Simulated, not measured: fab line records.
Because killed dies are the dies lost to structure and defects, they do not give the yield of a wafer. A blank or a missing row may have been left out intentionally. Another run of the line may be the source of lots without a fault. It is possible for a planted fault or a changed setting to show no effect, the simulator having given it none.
Which tool is to blame? || flow n5_finfet || Sampling: 10 lots, 28 wafers, 6 of 1938 route steps

== WHAT THE GAUGES SHOWED, per wafer ==
N5_FIN_SAQP_CD_MEAS_16 targets a cd of 35.6 nm. Usual: cd_nm at 35.6 nm, with a standard deviation of 0.33.
{"lot": "L731", "measured": "day 2 04:58", "on": "cd_sem-02", "cd_nm (nm)": "35.2 35.5 34.9", "flag": ""}
{"lot": "L732", "measured": "day 2 10:31", "on": "cd_sem-02", "cd_nm (nm)": "35.5 35.7 36.1", "flag": ""}
{"lot": "L733", "measured": "day 2 16:08", "on": "cd_sem-02", "cd_nm (nm)": "35.7 35.5 36.0", "flag": ""}
{"lot": "L734", "measured": "day 2 22:40", "on": "cd_sem-02", "cd_nm (nm)": "35.9 35.5 35.9", "flag": ""}
{"lot": "L738", "measured": "day 3 23:05", "on": "cd_sem-03", "cd_nm (nm)": "35.7 35.9", "flag": ""}
{"lot": "L739", "measured": "day 4 03:16", "on": "cd_sem-01", "cd_nm (nm)": "35.5 35.3 35.2", "flag": ""}
{"lot": "L740", "measured": "day 4 10:43", "on": "cd_sem-01", "cd_nm (nm)": "35.1 35.4 35.0", "flag": ""}
{"lot": "L746", "measured": "day 5 21:39", "on": "cd_sem-03", "cd_nm (nm)": "35.4 35.2 34.6", "flag": ""}
{"lot": "L751", "measured": "day 7 03:08", "on": "cd_sem-03", "cd_nm (nm)": "36.0 36.3 35.6", "flag": ""}
{"lot": "L753", "measured": "day 7 16:19", "on": "cd_sem-01", "cd_nm (nm)": "35.4 35.6", "flag": ""}

N5_BEOL_M4_RC_MEAS_101. Usual: DIBL_N 35.8 mV/V, standard deviation 1.5; DIBL_P 35.9 mV/V, standard deviation 1.8; IOFF_N 0.152 nA/um, standard deviation 0.025; IOFF_P 0.21 nA/um, standard deviation 0.031; ION_N 672 uA/um, standard deviation 11; ION_P 462 uA/um, standard deviation 7.4; SS_N 71.5 mV/dec, standard deviation 0.52; SS_P 73.2 mV/dec, standard deviation 0.54; VT_N 250 mV, standard deviation 3; VT_P -250 mV, standard deviation 3.3.
{"lot": "L731", "measured": "day 7 22:11", "on": "prober-01", "DIBL_N (mV/V)": "35.7 38.0 37.1", "DIBL_P (mV/V)": "36.5 38.4 37.1", "IOFF_N (nA/um)": "0.146 0.192 0.176", "IOFF_P (nA/um)": "0.19 0.21 0.20", "ION_N (uA/um)": "670 672 682", "ION_P (uA/um)": "454 457 455", "SS_N (mV/dec)": "72.9 73.0 72.7", "SS_P (mV/dec)": "72.9 73.7 73.0", "VT_N (mV)": "251 250 251", "VT_P (mV)": "-253 -249 -249", "flag": ""}
{"lot": "L732", "measured": "day 8 10:56", "on": "prober-02", "DIBL_N (mV/V)": "37.5 38.5 35.5", "DIBL_P (mV/V)": "36.4 38.3 34.8", "IOFF_N (nA/um)": "0.161 0.195 0.131", "IOFF_P (nA/um)": "0.23 0.27 0.20", "ION_N (uA/um)": "675 690 665", "ION_P (uA/um)": "467 474 465", "SS_N (mV/dec)": "71.4 72.0 71.7", "SS_P (mV/dec)": "73.3 73.9 73.3", "VT_N (mV)": "249 244 251", "VT_P (mV)": "-247 -245 -248", "flag": ""}
{"lot": "L733", "measured": "day 8 10:41", "on": "prober-01", "DIBL_N (mV/V)": "34.4 37.0 36.8", "DIBL_P (mV/V)": "31.2 34.5 34.3", "IOFF_N (nA/um)": "0.096 0.137 0.137", "IOFF_P (nA/um)": "0.13 0.18 0.18", "ION_N (uA/um)": "655 672 669", "ION_P (uA/um)": "449 458 458", "SS_N (mV/dec)": "70.5 71.1 71.2", "SS_P (mV/dec)": "72.3 73.2 73.1", "VT_N (mV)": "261 253 251", "VT_P (mV)": "-260 -254 -255", "flag": ""}
{"lot": "L734", "measured": "day 9 07:46", "on": "prober-01", "DIBL_N (mV/V)": "33.9 34.9 34.1", "DIBL_P (mV/V)": "34.8 35.9 35.4", "IOFF_N (nA/um)": "0.122 0.143 0.125", "IOFF_P (nA/um)": "0.16 0.17 0.16", "ION_N (uA/um)": "670 674 665", "ION_P (uA/um)": "457 452 459", "SS_N (mV/dec)": "70.9 70.7 71.5", "SS_P (mV/dec)": "72.9 73.0 72.6", "VT_N (mV)": "250 251 251", "VT_P (mV)": "-254 -252 -256", "flag": ""}
{"lot": "L738", "measured": "day 9 23:46", "on": "prober-02", "DIBL_N (mV/V)": "34.6 36.3", "DIBL_P (mV/V)": "34.5 36.1", "IOFF_N (nA/um)": "0.115 0.146", "IOFF_P (nA/um)": "0.15 0.18", "ION_N (uA/um)": "652 669", "ION_P (uA/um)": "449 463", "SS_N (mV/dec)": "71.6 71.1", "SS_P (mV/dec)": "72.3 72.7", "VT_N (mV)": "256 252", "VT_P (mV)": "-255 -253", "flag": ""}
{"lot": "L739", "measured": "day 10 14:59", "on": "prober-01", "DIBL_N (mV/V)": "35.9 36.2 35.8", "DIBL_P (mV/V)": "35.9 36.9 36.0", "IOFF_N (nA/um)": "0.158 0.169 0.161", "IOFF_P (nA/um)": "0.21 0.23 0.21", "ION_N (uA/um)": "673 684 685", "ION_P (uA/um)": "464 469 466", "SS_N (mV/dec)": "71.3 71.0 70.9", "SS_P (mV/dec)": "72.6 73.7 73.8", "VT_N (mV)": "248 248 248", "VT_P (mV)": "-245 -248 -251", "flag": ""}
{"lot": "L740", "measured": "day 10 23:31", "on": "prober-01", "DIBL_N (mV/V)": "37.8 37.7 37.9", "DIBL_P (mV/V)": "35.5 35.1 34.9", "IOFF_N (nA/um)": "0.148 0.151 0.149", "IOFF_P (nA/um)": "0.21 0.21 0.20", "ION_N (uA/um)": "669 666 662", "ION_P (uA/um)": "458 459 451", "SS_N (mV/dec)": "71.3 72.1 72.2", "SS_P (mV/dec)": "73.0 72.7 73.3", "VT_N (mV)": "250 253 255", "VT_P (mV)": "-247 -249 -250", "flag": ""}
{"lot": "L746", "measured": "day 11 23:43", "on": "prober-01", "DIBL_N (mV/V)": "37.7 36.0 36.5", "DIBL_P (mV/V)": "38.6 35.8 38.0", "IOFF_N (nA/um)": "0.218 0.172 0.196", "IOFF_P (nA/um)": "0.29 0.23 0.28", "ION_N (uA/um)": "700 676 706", "ION_P (uA/um)": "484 465 489", "SS_N (mV/dec)": "72.0 71.6 72.4", "SS_P (mV/dec)": "74.3 72.8 73.7", "VT_N (mV)": "244 245 245", "VT_P (mV)": "-243 -248 -243", "flag": ""}
{"lot": "L751", "measured": "day 13 12:31", "on": "prober-02", "DIBL_N (mV/V)": "33.7 33.9 34.5", "DIBL_P (mV/V)": "34.6 34.2 34.7", "IOFF_N (nA/um)": "0.135 0.133 0.145", "IOFF_P (nA/um)": "0.20 0.19 0.20", "ION_N (uA/um)": "662 664 653", "ION_P (uA/um)": "465 455 455", "SS_N (mV/dec)": "71.3 71.8 71.4", "SS_P (mV/dec)": "72.6 73.0 73.2", "VT_N (mV)": "251 253 254", "VT_P (mV)": "-249 -251 -252", "flag": ""}
{"lot": "L753", "measured": "day 14 09:00", "on": "prober-02", "DIBL_N (mV/V)": "35.6 35.0", "DIBL_P (mV/V)": "35.7 34.9", "IOFF_N (nA/um)": "0.151 0.137", "IOFF_P (nA/um)": "0.21 0.19", "ION_N (uA/um)": "666 675", "ION_P (uA/um)": "465 472", "SS_N (mV/dec)": "71.9 71.3", "SS_P (mV/dec)": "73.4 72.8", "VT_N (mV)": "251 256", "VT_P (mV)": "-251 -253", "flag": ""}

== EACH LOT AND THE TOOL THAT RAN IT (in order: tool; ch and the chambers of the sampled wafers; start) ==
{"lot": "L731", "N5_FIN_SAQP_ALD_61": "ald_sin-02 ch 0,1,3, day 2 03:37", "N5_FIN_SAQP_PECVD_48": "pecvd-03 ch 0,1, day 2 04:18", "N5_FIN_SAQP_DEVELOP_15": "litho_track-05 ch 0, day 2 04:54", "N5_FIN_SAQP_MANDREL_ETCH_22": "rie_si-02 ch 0,2, day 2 05:20"}
{"lot": "L732", "N5_FIN_SAQP_ALD_61": "ald_sin-03 ch 0,3, day 2 09:13", "N5_FIN_SAQP_PECVD_48": "pecvd-03 ch 0,1, day 2 09:52", "N5_FIN_SAQP_DEVELOP_15": "litho_track-02 ch 0, day 2 10:28", "N5_FIN_SAQP_MANDREL_ETCH_22": "rie_si-02 ch 2,3, day 2 11:07"}
{"lot": "L733", "N5_FIN_SAQP_ALD_61": "ald_sin-01 ch 1,3, day 2 14:49", "N5_FIN_SAQP_PECVD_48": "pecvd-01 ch 0,2, day 2 15:29", "N5_FIN_SAQP_DEVELOP_15": "litho_track-02 ch 0, day 2 16:04", "N5_FIN_SAQP_MANDREL_ETCH_22": "rie_si-02 ch 0,2,3, day 2 16:35"}
{"lot": "L734", "N5_FIN_SAQP_ALD_61": "ald_sin-02 ch 2,3, day 2 21:17", "N5_FIN_SAQP_PECVD_48": "pecvd-03 ch 0,1, day 2 22:00", "N5_FIN_SAQP_DEVELOP_15": "litho_track-02 ch 0, day 2 22:36", "N5_FIN_SAQP_MANDREL_ETCH_22": "rie_si-02 ch 2,3, day 2 23:09"}
{"lot": "L738", "N5_FIN_SAQP_ALD_61": "ald_sin-01 ch 0,2, day 3 21:59", "N5_FIN_SAQP_PECVD_48": "pecvd-03 ch 0,2, day 3 22:35", "N5_FIN_SAQP_DEVELOP_15": "litho_track-05 ch 0, day 3 23:01", "N5_FIN_SAQP_MANDREL_ETCH_22": "rie_si-04 ch 1,2, day 3 23:31"}
{"lot": "L739", "N5_FIN_SAQP_ALD_61": "ald_sin-03 ch 0,1,3, day 4 02:12", "N5_FIN_SAQP_PECVD_48": "pecvd-02 ch 0,1,2, day 4 02:47", "N5_FIN_SAQP_DEVELOP_15": "litho_track-05 ch 0, day 4 03:13", "N5_FIN_SAQP_MANDREL_ETCH_22": "rie_si-04 ch 0,1,2, day 4 03:54"}
{"lot": "L740", "N5_FIN_SAQP_ALD_61": "ald_sin-01 ch 0,1,2, day 4 09:38", "N5_FIN_SAQP_PECVD_48": "pecvd-03 ch 0,2, day 4 10:13", "N5_FIN_SAQP_DEVELOP_15": "litho_track-01 ch 0, day 4 10:39", "N5_FIN_SAQP_MANDREL_ETCH_22": "rie_si-04 ch 0,1,3, day 4 11:27"}
{"lot": "L746", "N5_FIN_SAQP_ALD_61": "ald_sin-01 ch 0,1,3, day 5 20:23", "N5_FIN_SAQP_PECVD_48": "pecvd-03 ch 0,1,2, day 5 21:01", "N5_FIN_SAQP_DEVELOP_15": "litho_track-05 ch 0, day 5 21:35", "N5_FIN_SAQP_MANDREL_ETCH_22": "rie_si-02 ch 0,1,3, day 5 22:02"}
{"lot": "L751", "N5_FIN_SAQP_ALD_61": "ald_sin-02 ch 1,3, day 7 01:49", "N5_FIN_SAQP_PECVD_48": "pecvd-03 ch 0,1,2, day 7 02:31", "N5_FIN_SAQP_DEVELOP_15": "litho_track-02 ch 0, day 7 03:04", "N5_FIN_SAQP_MANDREL_ETCH_22": "rie_si-03 ch 1,2,3, day 7 03:30"}
{"lot": "L753", "N5_FIN_SAQP_ALD_61": "ald_sin-03 ch 0,2, day 7 15:07", "N5_FIN_SAQP_PECVD_48": "pecvd-03 ch 0,2, day 7 15:43", "N5_FIN_SAQP_DEVELOP_15": "litho_track-02 ch 0, day 7 16:16", "N5_FIN_SAQP_MANDREL_ETCH_22": "rie_si-04 ch 0,2, day 7 16:50"}
- N5_FIN_SAQP_ALD_61: deposits SiO2, target thk 4 nm, pulse time 1 s, purge time 2 s.
- N5_FIN_SAQP_PECVD_48: deposits SiNx from SiH4/NH3/N2, target thk 25 nm, time 22.1 s.
- N5_FIN_SAQP_DEVELOP_15: develop time 30 s.
- N5_FIN_SAQP_MANDREL_ETCH_22: etches a-Si in HBr/Cl2, stops on SiNx, target depth 60 nm, bt time 10 s, time 30 s.

== WHAT THE TOOLS THEMSELVES READ (means of the sampled wafers that have a number; where no wafer has one, the mark that the record gives instead) ==
N5_FIN_SAQP_ALD_61. Usual: heater_power_w 480 W, standard deviation 63; precursor_pulse_height_rel 0.999, standard deviation 0.022.
{"lot": "L731", "tool": "ald_sin-02", "heater_power_w (W)": 452, "precursor_pulse_height_rel": 1.010, "flag": ""}
{"lot": "L732", "tool": "ald_sin-03", "heater_power_w (W)": 563, "precursor_pulse_height_rel": 0.989, "flag": ""}
{"lot": "L733", "tool": "ald_sin-01", "heater_power_w (W)": 479, "precursor_pulse_height_rel": 1.013, "flag": ""}
{"lot": "L734", "tool": "ald_sin-02", "heater_power_w (W)": 429, "precursor_pulse_height_rel": 1.007, "flag": ""}
{"lot": "L738", "tool": "ald_sin-01", "heater_power_w (W)": 518, "precursor_pulse_height_rel": 0.999, "flag": ""}
{"lot": "L739", "tool": "ald_sin-03", "heater_power_w (W)": 518, "precursor_pulse_height_rel": 1.000, "flag": ""}
{"lot": "L740", "tool": "ald_sin-01", "heater_power_w (W)": 525, "precursor_pulse_height_rel": 0.988, "flag": ""}
{"lot": "L746", "tool": "ald_sin-01", "heater_power_w (W)": 478, "precursor_pulse_height_rel": 1.005, "flag": ""}
{"lot": "L751", "tool": "ald_sin-02", "heater_power_w (W)": 508, "precursor_pulse_height_rel": 0.993, "flag": ""}
{"lot": "L753", "tool": "ald_sin-03", "heater_power_w (W)": 454, "precursor_pulse_height_rel": 1.008, "flag": ""}

N5_FIN_SAQP_PECVD_48. Usual: heater_power_w 745 W, standard deviation 64; showerhead_plenum_p_Torr 5.19 Torr, standard deviation 0.057; throttle_valve_pct 40.9 %, standard deviation 2.9.
{"lot": "L731", "tool": "pecvd-03", "heater_power_w (W)": 776, "showerhead_plenum_p_Torr (Torr)": 5.17, "throttle_valve_pct (%)": 39.2, "flag": ""}
{"lot": "L732", "tool": "pecvd-03", "heater_power_w (W)": 757, "showerhead_plenum_p_Torr (Torr)": 5.17, "throttle_valve_pct (%)": 39.2, "flag": ""}
{"lot": "L733", "tool": "pecvd-01", "heater_power_w (W)": 778, "showerhead_plenum_p_Torr (Torr)": 5.23, "throttle_valve_pct (%)": 40.9, "flag": ""}
{"lot": "L734", "tool": "pecvd-03", "heater_power_w (W)": 779, "showerhead_plenum_p_Torr (Torr)": 5.16, "throttle_valve_pct (%)": 39.3, "flag": ""}
{"lot": "L738", "tool": "pecvd-03", "heater_power_w (W)": 829, "showerhead_plenum_p_Torr (Torr)": 5.12, "throttle_valve_pct (%)": 38.4, "flag": ""}
{"lot": "L739", "tool": "pecvd-02", "heater_power_w (W)": 722, "showerhead_plenum_p_Torr (Torr)": 5.16, "throttle_valve_pct (%)": 41.1, "flag": ""}
{"lot": "L740", "tool": "pecvd-03", "heater_power_w (W)": 786, "showerhead_plenum_p_Torr (Torr)": 5.12, "throttle_valve_pct (%)": 38.1, "flag": ""}
{"lot": "L746", "tool": "pecvd-03", "heater_power_w (W)": 729, "showerhead_plenum_p_Torr (Torr)": 5.17, "throttle_valve_pct (%)": 38.7, "flag": ""}
{"lot": "L751", "tool": "pecvd-03", "heater_power_w (W)": 747, "showerhead_plenum_p_Torr (Torr)": 5.18, "throttle_valve_pct (%)": 38.8, "flag": ""}
{"lot": "L753", "tool": "pecvd-03", "heater_power_w (W)": 747, "showerhead_plenum_p_Torr (Torr)": 5.12, "throttle_valve_pct (%)": 38.5, "flag": ""}

N5_FIN_SAQP_MANDREL_ETCH_22. Usual: drypump_motor_current_A 5.7 A, standard deviation 0.44; oes_product_au 0.770 a.u., standard deviation 0.016; throttle_valve_pct 35.3 %, standard deviation 0.34.
{"lot": "L731", "tool": "rie_si-02", "drypump_motor_current_A (A)": 5.2, "oes_product_au (a.u.)": 0.755, "throttle_valve_pct (%)": 35.5, "flag": ""}
{"lot": "L732", "tool": "rie_si-02", "drypump_motor_current_A (A)": 5.2, "oes_product_au (a.u.)": 0.786, "throttle_valve_pct (%)": 35.3, "flag": ""}
{"lot": "L733", "tool": "rie_si-02", "drypump_motor_current_A (A)": 5.3, "oes_product_au (a.u.)": 0.779, "throttle_valve_pct (%)": 35.3, "flag": ""}
{"lot": "L734", "tool": "rie_si-02", "drypump_motor_current_A (A)": 5.2, "oes_product_au (a.u.)": 0.775, "throttle_valve_pct (%)": 35.4, "flag": ""}
{"lot": "L738", "tool": "rie_si-04", "drypump_motor_current_A (A)": 6.0, "oes_product_au (a.u.)": 0.757, "throttle_valve_pct (%)": 35.8, "flag": ""}
{"lot": "L739", "tool": "rie_si-04", "drypump_motor_current_A (A)": 6.0, "oes_product_au (a.u.)": 0.763, "throttle_valve_pct (%)": 35.7, "flag": ""}
{"lot": "L740", "tool": "rie_si-04", "drypump_motor_current_A (A)": 5.9, "oes_product_au (a.u.)": 0.757, "throttle_valve_pct (%)": 35.3, "flag": ""}
{"lot": "L746", "tool": "rie_si-02", "drypump_motor_current_A (A)": 5.7, "oes_product_au (a.u.)": 0.769, "throttle_valve_pct (%)": 35.1, "flag": ""}
{"lot": "L751", "tool": "rie_si-03", "drypump_motor_current_A (A)": 5.6, "oes_product_au (a.u.)": 0.761, "throttle_valve_pct (%)": 35.2, "flag": ""}
{"lot": "L753", "tool": "rie_si-04", "drypump_motor_current_A (A)": 6.0, "oes_product_au (a.u.)": 0.767, "throttle_valve_pct (%)": 35.7, "flag": ""}

== THE ANSWER, worked out from the rows above alone ==
Rule: a lot counts as off when the mean over its wafers that have a number is more than 3 standard deviations away from the usual mean. Also off: a lot with no number at a reading for which 4 or more lots have one. All remaining lots with rows at the step are treated as sound. Order of review: gauges by route order, followed by the tools' own readings, for which a lot's mean as printed above is used. At the first step where some lot is off, the reading lying furthest off is the one used; lots without a number count as furthest.
No lot is off on any of the readings shown, so nothing can be concluded from this.

== WHAT HAD BEEN PUT IN BY THE SIMULATOR ==
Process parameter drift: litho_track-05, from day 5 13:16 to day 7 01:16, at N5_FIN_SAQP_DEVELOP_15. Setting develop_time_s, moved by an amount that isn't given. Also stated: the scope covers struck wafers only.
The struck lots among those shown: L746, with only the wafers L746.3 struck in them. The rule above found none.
